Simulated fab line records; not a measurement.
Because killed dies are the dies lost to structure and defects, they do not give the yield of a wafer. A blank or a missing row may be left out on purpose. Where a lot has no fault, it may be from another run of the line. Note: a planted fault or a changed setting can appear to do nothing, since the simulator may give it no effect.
Chamber matching | flow n5-finfet | N5_BEOL_M11_CURE_71 on uv-cure-01: 3 sister chambers
The step cures SiCOH lowk, time 240 s. 6 wafers are shown with their chamber, then 9 later ones without.

== WAFERS WITH THEIR CHAMBER ==
wafer  | chamber | wafer_temp_C_max | lamp-power-pct (%)
L077.5 | 0       | 388.1            | 52.22
L077.6 | 0       | 387.6            | 52.32
L079.3 | 2       | 386.5            | 52.33
L079.4 | 2       | 386.6            | 52.22
L084.5 | 1       | 388.0            | 52.17
L084.6 | 1       | 387.7            | 52.33

== WAFERS WITH NO CHAMBER GIVEN ==
wafer  | wafer_temp_C_max | lamp-power-pct (%)
L087.4 | 387.2            | 52.33
L087.5 | 388.0            | 52.28
L087.6 | 388.9            | 52.31
L091.2 | 386.6            | 52.27
L091.3 | 387.5            | 52.43
L091.5 | 387.6            | 52.38
L092.4 | 386.1            | 52.39
L092.5 | 386.4            | 52.31
L092.6 | 386.5            | 52.20

== THE CHAMBER EACH PASSED THROUGH ==
wafer  | from the rows above          | in truth
L087.4 | can't be placed: 2 or 0 or 1 | 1
L087.5 | can't be placed: 0 or 1      | 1
L087.6 | can't be placed: 0 or 1      | 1
L091.2 | 2                            | 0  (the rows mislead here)
L091.3 | can't be placed: 0 or 1 or 2 | 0
L091.5 | can't be placed: 0 or 1      | 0
L092.4 | 2                            | 2
L092.5 | 2                            | 2
L092.6 | 2                            | 2
Correctly placed: 3 of 9. Cannot be placed on the basis of these rows: 5; the candidates contain the true chamber in 5. 1 placed wrongly.
How it was worked out, from the rows above alone: a wafer's distance from a chamber is the root of the sum, over the readings, of the square of ((its reading less the chamber's mean) divided by the reading's scatter). The wafer belongs to the nearest chamber; if the next one is less than 2 further off, it can't be placed. A chamber's mean is the mean of its shown wafers. The scatter: the root of (the sum of the squares of (reading less its chamber's mean) over the shown wafers, divided by (wafers less chambers)).
